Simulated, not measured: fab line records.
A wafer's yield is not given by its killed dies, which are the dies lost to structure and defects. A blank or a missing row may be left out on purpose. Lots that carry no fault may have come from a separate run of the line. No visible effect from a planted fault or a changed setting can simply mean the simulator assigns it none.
Struck lot and sound lot, side by side / flow nand-harc / 39 out of 1302 route steps
Sound: the wafers L932.1, L932.2, L932.5. Struck: wafer L939.3 (L939.2, L939.5, from the same lot, were not struck and are left out); the cause is given at the end.
Order at every step that has rows: each side's tool, ch and its chambers, its first start. Under that, the readings that differ: sound wafers / struck wafers / difference of the means / sigmas: that difference in standard deviations of wafers without a fault.
alike: words and numbers the same on both sides, and readings whose means are apart by under 2 such deviations; not compared: readings that were withheld, readings missing a value for some wafer, numbers with overlapping values and no deviation given by the record, and bounds like >300 which may hide the same value.
Wherever a step has rows on one side only, a row that says differs or no value, or a row with sigmas, the two part there. Non-overlapping numbers with no deviation appear without sigmas and do not part them. A reading missing from all wafers of one side parts the sides only when that side holds two or more wafers.

first, 2 steps without rows for these wafers: NHARC_A_WL_FILL_PRECLEAN_30 (cleans in dHF, time 10 s); NHARC_A_WL_FILL_SRD_14.
NHARC_A_WL_FILL_ALD_19: deposits TiN, target thk 2 nm, pulse time 3 s, ald cycles 100.
  sound on ald-metal-02 ch 1,3, day 21 00:47; struck on ald-metal-04 ch 0, day 24 03:40
  alike: heater-power-w, precursor-pulse-height-rel
NHARC_A_WL_FILL_CVD_20: deposits W, target thk 100 nm, time 74 s.
  sound: cvd-w-02 ch 0,1; struck: cvd-w-02 ch 0
  alike: heater-power-w, throttle-valve-pct
then, 2 steps without rows for these wafers: NHARC_A_WL_FILL_CMP_12 (polishes, t overpolish 30 s, target thk 100 nm); NHARC_A_WL_FILL_SRD_31.
NHARC_A_WL_FILL_INSPECT_15:
  struck on defect-inspect-02, day 24 04:31; sound on defect-inspect-01, day 21 01:38
  alike: raw-defect-count
then, 1 step without rows for these wafers: NHARC_A_CONTACT_DEP_24 (deposits SiO2, target thk 500 nm).
NHARC_A_CONTACT_DEP_28: deposits aC, target thk 7000 nm.
  sound on acl-dep-01 ch 0, day 21 08:05; struck on acl-dep-02 ch 0, day 24 06:06
  alike: throttle-valve-pct
NHARC_A_CONTACT_DEP_29: deposits SiON, target thk 100 nm.
  sound on pecvd-04 ch 0,2, day 21 12:23; struck on pecvd-03 ch 0, day 24 09:44
  alike: heater-power-w
then, 10 steps without rows for these wafers: NHARC_A_CONTACT_DEHYDRATE_32 (time 120 s); NHARC_A_CONTACT_HMDS_33 (time 30 s); NHARC_A_CONTACT_COAT_34 (time 75 s); NHARC_A_CONTACT_COAT_35 (time 65 s); NHARC_A_CONTACT_COAT_36 (resist thk 90 nm); NHARC_A_CONTACT_SOFTBAKE_37 (time 55 s); NHARC_A_CONTACT_EBR_38; NHARC_A_CONTACT_EXPOSE_39 (exposes mask A CC 3); NHARC_A_CONTACT_PEB_40 (peb time 65 s); NHARC_A_CONTACT_DEVELOP_41 (develop time 35 s).
NHARC_A_CONTACT_CD_MEAS_42: the cd target is 300 nm.
  sound on cd-sem-03 ch 0, day 21 13:06; struck on cd-sem-01 ch 0, day 24 10:25
reading=cd-nm (nm); sound=300.5 300.3 300.0; struck=298.8; difference=-1.5; sigmas=-3
NHARC_A_CONTACT_OVL_MEAS_43:
  struck on overlay-01, day 24 10:31; sound on overlay-02, day 21 13:11
  alike: overlay-x-nm, overlay-y-nm
NHARC_A_CONTACT_INSPECT_44:
  struck on defect-inspect-01, day 24 10:33; sound on defect-inspect-01, day 21 13:13
  alike: raw-defect-count
then, 6 steps without rows for these wafers: NHARC_A_CONTACT_DESCUM_47 (chemistry O2, time 3 s); NHARC_A_CONTACT_ETCH_48 (etches the open film in CF4, target depth 39 nm, time 65 s); NHARC_A_CONTACT_ETCH_49 (etches the open film in N2/H2, target depth 260 nm, time 475.3 s); NHARC_A_CONTACT_ETCH_50 (etches the open film in CF4/CHF3, target depth 121 nm, time 60.5 s); NHARC_A_CONTACT_ETCH_51 (etches the open film in O2/COS, target depth 7000 nm, time 1820 s); NHARC_A_CONTACT_ETCH_111 (etches the open film in C4F8/O2/Ar, time 140 s, target depth 700 nm).
NHARC_A_CONTACT_ETCH_112: etches the open film in C4F8/O2/Ar, time 190 s, target depth 1850 nm.
  sound on har-cap-etch-02 ch 0,1, day 21 15:18; struck on har-cap-etch-02 ch 0, day 24 13:34
  not compared: rf-hours-counter-h
then, 6 steps without rows for these wafers: NHARC_A_CONTACT_ETCH_113 (etches the open film in C4F8/O2/Ar, time 190 s, target depth 1850 nm); NHARC_A_CONTACT_ETCH_114 (etches the open film in C4F8/O2/Ar, time 190 s, target depth 1850 nm); NHARC_A_CONTACT_ETCH_115 (etches the open film in C4F8/O2/Ar, time 190 s, target depth 1850 nm); NHARC_A_CONTACT_ETCH_116 (etches the open film in C4F8/O2/Ar, time 190 s, target depth 1850 nm); NHARC_A_CONTACT_ETCH_117 (etches the open film in C4F8/O2/Ar, time 190 s, target depth 1850 nm); NHARC_A_CONTACT_ETCH_118 (etches the open film in C4F8/O2/Ar, time 190 s, target depth 1850 nm).
NHARC_A_CONTACT_ETCH_119: etches the open film in C4F8/O2/Ar, time 190 s, target depth 1850 nm.
  sound on har-cap-etch-02 ch 0,1, day 21 16:30; struck on har-cap-etch-02 ch 0, day 24 14:45
  not compared: rf-hours-counter-h
then, 1 step without rows for these wafers: NHARC_A_CONTACT_ETCH_120 (etches the open film in C4F8/O2/Ar, time 190 s, target depth 1850 nm).
-- the record jumps here: 3 days lie between the struck wafers' starts before and after (it left off in module A_CONTACT and takes up again in module END, whose first step shown is number 1302 of the route) --
NHARC_END_SORT_01:
  only the struck wafers appear in the record here, on prober-02 ch 0 at day 27 13:19; the sound ones have no rows

WHERE THEY PART
Earliest at NHARC_A_CONTACT_CD_MEAS_42; latest, in this record, at NHARC_END_SORT_01.

WHY: what the simulator had put in
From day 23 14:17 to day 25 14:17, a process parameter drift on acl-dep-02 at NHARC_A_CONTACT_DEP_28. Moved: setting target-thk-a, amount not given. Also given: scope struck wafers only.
